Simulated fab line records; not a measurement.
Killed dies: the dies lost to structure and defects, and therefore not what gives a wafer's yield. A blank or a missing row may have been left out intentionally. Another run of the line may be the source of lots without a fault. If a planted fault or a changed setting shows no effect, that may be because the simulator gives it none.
Which tool was responsible?	flow n5_finfet	8 lots, 24 wafers sampled, at 7 steps of a route of 1938

== WHAT THE GAUGES SHOWED, per wafer ==
N5_BEOL_M6_OCD_MEAS_38. Usual: trench_depth_nm reads 94.3 nm (standard deviation 1.2).
lot	measured	on	trench_depth_nm (nm)	flag
L888	day 10 12:13	ocd-02	92.4 92.5 92.9	
L895	day 13 03:14	ocd-01	95.0 92.9 92.4	
L902	day 14 17:44	ocd-01	87.0 86.5 87.9	OFF
L901	day 14 22:43	ocd-02	88.7 86.8 87.9	OFF
L905	day 15 06:22	ocd-01	92.9 94.0 92.0	
L911	day 16 10:08	ocd-01	94.0 95.4 94.4	
L910	day 16 13:58	ocd-02	96.6 95.5 95.9	
L909	day 17 07:55	ocd-02	92.7 93.9 94.2	

N5_BEOL_M6_THK_MEAS_53: measures by xrf. Usual: M6_THK 80.3 nm, standard deviation 1.7.
lot	measured	on	M6_THK (nm)	flag
L888	day 10 15:06	film_metro-01	78.6 78.6 79.0	
L895	day 13 05:54	film_metro-02	81.9 77.8 77.9	
L902	day 14 20:10	film_metro-02	74.7 72.8 74.5	OFF
L901	day 15 00:59	film_metro-02	73.9 73.5 75.2	OFF
L905	day 15 09:08	film_metro-01	80.5 81.7 79.7	
L911	day 16 12:43	film_metro-02	80.0 79.2 79.4	
L910	day 16 17:56	film_metro-02	81.3 82.8 82.4	
L909	day 17 13:07	film_metro-01	80.0 81.7 83.5	

N5_BEOL_M6_RS_MEAS_57: the measuring method here is four-point-probe. Usual: M6_RS 0.287 ohm/sq, standard deviation 0.0071.
lot	measured	on	M6_RS (ohm/sq)	flag
L888	day 10 15:16	film_metro-02	0.296 0.295 0.294	
L895	day 13 06:02	film_metro-01	0.279 0.295 0.296	
L902	day 14 20:19	film_metro-01	0.313 0.320 0.313	OFF
L901	day 15 01:07	film_metro-02	0.314 0.318 0.308	OFF
L905	day 15 09:16	film_metro-02	0.292 0.286 0.295	
L911	day 16 12:51	film_metro-01	0.285 0.287 0.288	
L910	day 16 18:04	film_metro-01	0.281 0.275 0.276	
L909	day 17 13:15	film_metro-02	0.291 0.283 0.278	

== WHAT TOOL EACH LOT RAN ON (gives the tool, then ch and the chambers of the sampled wafers, and finally the start) ==
lot	N5_BEOL_M6_ETCH_72	N5_BEOL_M6_ETCH_65	N5_BEOL_M6_STRIP_36	N5_BEOL_M6_TRENCH_ETCH_37
L888	rie_diel-04 ch 1,3, day 10 11:49	rie_diel-04 ch 1,3, day 10 11:50	rie_diel-04 ch 1,3, day 10 12:01	rie_diel-04 ch 1,3, day 10 12:04
L895	rie_diel-02 ch 0,1,3, day 13 02:50	rie_diel-02 ch 0,1,3, day 13 02:52	rie_diel-02 ch 0,1,3, day 13 03:02	rie_diel-02 ch 0,1,3, day 13 03:05
L902	rie_diel-02 ch 0,2,3, day 14 17:20	rie_diel-02 ch 0,2,3, day 14 17:21	rie_diel-02 ch 0,2,3, day 14 17:32	rie_diel-02 ch 0,2,3, day 14 17:34
L901	rie_diel-02 ch 0,1,2, day 14 22:19	rie_diel-02 ch 0,1,2, day 14 22:20	rie_diel-02 ch 0,1,2, day 14 22:31	rie_diel-02 ch 0,1,2, day 14 22:34
L905	rie_diel-04 ch 1,2,3, day 15 05:59	rie_diel-04 ch 1,2,3, day 15 05:59	rie_diel-04 ch 1,2,3, day 15 06:10	rie_diel-04 ch 1,2,3, day 15 06:13
L911	rie_diel-04 ch 1,3, day 16 09:44	rie_diel-04 ch 1,3, day 16 09:45	rie_diel-04 ch 1,3, day 16 09:56	rie_diel-04 ch 1,3, day 16 09:58
L910	rie_diel-04 ch 0,3, day 16 13:35	rie_diel-04 ch 0,3, day 16 13:35	rie_diel-04 ch 0,3, day 16 13:46	rie_diel-04 ch 0,3, day 16 13:49
L909	rie_diel-05 ch 1,3, day 17 07:31	rie_diel-05 ch 1,3, day 17 07:32	rie_diel-05 ch 1,3, day 17 07:43	rie_diel-05 ch 1,3, day 17 07:46
- N5_BEOL_M6_ETCH_72: etches underlayer in N2/H2, target depth 6.5 nm, time 5.2 s.
- N5_BEOL_M6_ETCH_65: etches SiARC in CF4, target depth 15.6 nm, time 26 s.
- N5_BEOL_M6_STRIP_36: strips in N2/H2.
- N5_BEOL_M6_TRENCH_ETCH_37: etches SiCOH lowk in C4F6/O2, target depth 94.435 nm, time 31.5 s.

== AS READ BY THE TOOLS THEMSELVES (means over the sampled wafers that have a number; for cases with no such wafer, the mark the record gives instead) ==
N5_BEOL_M6_ETCH_72. Usual: for drypump_motor_current_A, 5.8 A with a standard deviation of 0.43; for etch_rf_on_time_s, 5.19 s with a standard deviation of 0.072; for oes_product_au, 0.65 a.u. with a standard deviation of 0.079; for rf_fwd_power_W, 819.2 W with a standard deviation of 2.7; for rf_vpp_V, 523.8 V with a standard deviation of 1.9; for showerhead_plenum_p_Torr, 2.54 Torr with a standard deviation of 0.054; for throttle_valve_pct, 17.82 % with a standard deviation of 0.23.
lot	tool	drypump_motor_current_A (A)	etch_rf_on_time_s (s)	oes_product_au (a.u.)	rf_fwd_power_W (W)	rf_vpp_V (V)	showerhead_plenum_p_Torr (Torr)	throttle_valve_pct (%)	flag
L888	rie_diel-04	5.3	5.24	0.58	817.5	525.4	2.62	17.94	
L895	rie_diel-02	5.9	5.13	0.70	816.4	525.1	2.56	17.85	
L902	rie_diel-02	5.6	5.26	0.68	820.3	524.6	2.55	17.94	
L901	rie_diel-02	5.6	5.26	0.61	818.0	523.4	2.52	18.06	
L905	rie_diel-04	5.6	5.19	0.72	818.5	523.3	2.57	17.72	
L911	rie_diel-04	5.3	5.16	0.76	821.3	525.9	2.60	17.58	
L910	rie_diel-04	5.8	5.08	0.75	819.9	523.0	2.52	17.59	
L909	rie_diel-05	6.0	5.24	0.63	819.2	521.9	2.50	17.68	

N5_BEOL_M6_ETCH_65. Usual: for drypump_motor_current_A, 5.7 A with a standard deviation of 0.43; for etch_rf_on_time_s, 26.0 s with a standard deviation of 0.36; for oes_product_au, 0.65 a.u. with a standard deviation of 0.079; for rf_fwd_power_W, 531.7 W with a standard deviation of 1.9; for rf_vpp_V, 184.0 V with a standard deviation of 0.98; for showerhead_plenum_p_Torr, 2.14 Torr with a standard deviation of 0.041; for throttle_valve_pct, 15.59 % with a standard deviation of 0.23.
lot	tool	drypump_motor_current_A (A)	etch_rf_on_time_s (s)	oes_product_au (a.u.)	rf_fwd_power_W (W)	rf_vpp_V (V)	showerhead_plenum_p_Torr (Torr)	throttle_valve_pct (%)	flag
L888	rie_diel-04	5.4	26.2	0.58	528.7	185.1	2.20	15.72	
L895	rie_diel-02	5.9	25.9	0.70	532.5	183.9	2.15	15.59	
L902	rie_diel-02	5.6	26.1	0.68	531.0	183.7	2.15	15.65	
L901	rie_diel-02	5.6	26.1	0.62	532.2	184.2	2.13	15.82	
L905	rie_diel-04	5.6	25.9	0.72	531.8	185.0	2.16	15.47	
L911	rie_diel-04	5.3	25.8	0.77	533.8	184.8	2.18	15.31	
L910	rie_diel-04	5.8	25.5	0.74	532.3	183.2	2.12	15.30	
L909	rie_diel-05	6.0	26.2	0.63	531.3	184.3	2.11	15.56	

N5_BEOL_M6_STRIP_36. Usual: for bias_power_w, 7.001 W with a standard deviation of 0.021; for drypump_motor_current_A, 5.8 A with a standard deviation of 0.43; for oes_product_au, 0.77 a.u. with a standard deviation of 0.094; for rf_vpp_V, 59.3 V with a standard deviation of 1.6; for showerhead_plenum_p_Torr, 2.54 Torr with a standard deviation of 0.054; for temp_c, 39.99 C with a standard deviation of 0.12; for throttle_valve_pct, 23.57 % with a standard deviation of 0.24.
lot	tool	bias_power_w (W)	drypump_motor_current_A (A)	oes_product_au (a.u.)	rf_vpp_V (V)	showerhead_plenum_p_Torr (Torr)	temp_c (C)	throttle_valve_pct (%)	flag
L888	rie_diel-04	7.003	5.3	0.68	60.2	2.62	39.88	23.70	
L895	rie_diel-02	6.997	5.9	0.82	60.1	2.56	40.01	23.66	
L902	rie_diel-02	6.973	5.7	0.79	59.7	2.55	40.01	23.77	
L901	rie_diel-02	7.002	5.6	0.72	59.8	2.52	40.18	23.85	
L905	rie_diel-04	7.010	5.6	0.84	59.6	2.56	39.93	23.51	
L911	rie_diel-04	7.008	5.3	0.90	58.6	2.60	40.03	23.42	
L910	rie_diel-04	6.974	5.8	0.87	58.5	2.51	39.94	23.48	
L909	rie_diel-05	6.993	6.0	0.74	59.2	2.50	39.98	23.33	

N5_BEOL_M6_TRENCH_ETCH_37. Usual: drypump_motor_current_A 5.8 A, standard deviation 0.43; oes_product_au 0.77 a.u., standard deviation 0.093; rf_fwd_power_W 340.0 W, standard deviation 1.6; rf_vpp_V 667 V, standard deviation 4.9; showerhead_plenum_p_Torr 2.85 Torr, standard deviation 0.056; throttle_valve_pct 20.89 %, standard deviation 0.21.
lot	tool	drypump_motor_current_A (A)	oes_product_au (a.u.)	rf_fwd_power_W (W)	rf_vpp_V (V)	showerhead_plenum_p_Torr (Torr)	throttle_valve_pct (%)	flag
L888	rie_diel-04	5.4	0.68	340.3	666	2.93	20.99	
L895	rie_diel-02	5.9	0.81	339.5	671	2.86	20.91	
L902	rie_diel-02	5.6	0.76	277.9	743	2.86	20.95	OFF
L901	rie_diel-02	5.6	0.69	277.5	744	2.83	21.09	OFF
L905	rie_diel-04	5.6	0.84	341.6	665	2.88	20.79	
L911	rie_diel-04	5.4	0.90	340.7	666	2.91	20.68	
L910	rie_diel-04	5.8	0.87	341.0	661	2.82	20.65	
L909	rie_diel-05	6.0	0.74	339.5	668	2.81	20.79	

== THE ANSWER, worked out from the rows above alone ==
Rule: take the mean of a lot's wafers that have a number; if it is more than 3 standard deviations from the usual mean, the lot is off. Also off: a lot with no number at a reading for which 4 or more lots have one. The other lots that the step has rows for count as sound. After the gauges, taken in route order, come the tools' own readings; for these a lot's mean is taken, as printed above. The first step at which some lot is off is used, and at that step the reading that is off furthest; a lot without a number counts as furthest.
Off: L902, L901 (N5_BEOL_M6_OCD_MEAS_38, trench_depth_nm).
A tool fits if, at a process step before that reading, it ran every lot that is off, and no sound lot after the first of them. The gauges at N5_BEOL_M6_OCD_MEAS_38 aren't tried: what is off there is off at N5_BEOL_M6_THK_MEAS_53 too, on other tools, and a gauge's error can't cause that. One candidate fits, namely rie_diel-02 at N5_BEOL_M6_ETCH_72 and N5_BEOL_M6_ETCH_65 and N5_BEOL_M6_STRIP_36 and N5_BEOL_M6_TRENCH_ETCH_37. At N5_BEOL_M6_ETCH_72 its last sound lot is L895 (day 13 02:50), its first lot that is off L902 (day 14 17:20): a fault that began between those two fits.

== WHAT WAS PUT IN BY THE SIMULATOR ==
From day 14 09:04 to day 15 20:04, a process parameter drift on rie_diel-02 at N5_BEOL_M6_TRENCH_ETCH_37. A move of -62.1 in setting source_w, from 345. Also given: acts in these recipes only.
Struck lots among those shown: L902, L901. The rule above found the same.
